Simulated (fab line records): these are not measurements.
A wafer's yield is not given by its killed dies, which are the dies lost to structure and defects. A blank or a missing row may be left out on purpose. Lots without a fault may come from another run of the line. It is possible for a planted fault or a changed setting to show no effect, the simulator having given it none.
Matching of chambers	flow nand harc	NHARC_A_STAIRCASE_DESCUM_270 on rie diel-08: 4 sister chambers
The step chemistry O2, time 3 s. 4 wafers are shown with their chamber, then 9 later ones without.

## WAFERS, EACH WITH ITS CHAMBER
wafer	chamber	showerhead plenum p Torr (Torr)
L078.4	1	2.05
L085.3	2	2.07
L086.4	3	1.83
L086.5	0	1.92

## WAFERS MISSING THEIR CHAMBER
wafer	showerhead plenum p Torr (Torr)
L089.1	2.06
L089.4	1.83
L089.5	1.92
L093.4	2.04
L093.5	1.82
L093.6	1.91
L096.1	1.91
L096.4	2.03
L096.6	2.05

## CHAMBER TAKEN BY EACH
wafer	from the rows above	in truth
L089.1	can't be placed: 2 or 1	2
L089.4	3	3
L089.5	0	0
L093.4	1	1
L093.5	3	3
L093.6	0	0
L096.1	0	0
L096.4	1	1
L096.6	1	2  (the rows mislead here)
7 of 9 placed correctly. Unplaceable from these rows: 1, with the true chamber sitting among the candidates in 1. Placed wrongly: 1.
How it was worked out, from the rows above alone: a wafer's distance from a chamber is the root of the sum, over the readings, of the square of ((its reading less the chamber's mean) divided by the reading's scatter). If the next closest chamber is less than 2 further off than the closest, the wafer can't be placed; otherwise it belongs to the closest. Each chamber's mean is taken over the wafers shown for it. The scatter (one wafer shown for each chamber): square how far every hidden wafer sits from the nearest shown wafer, average those squares and take the square root.
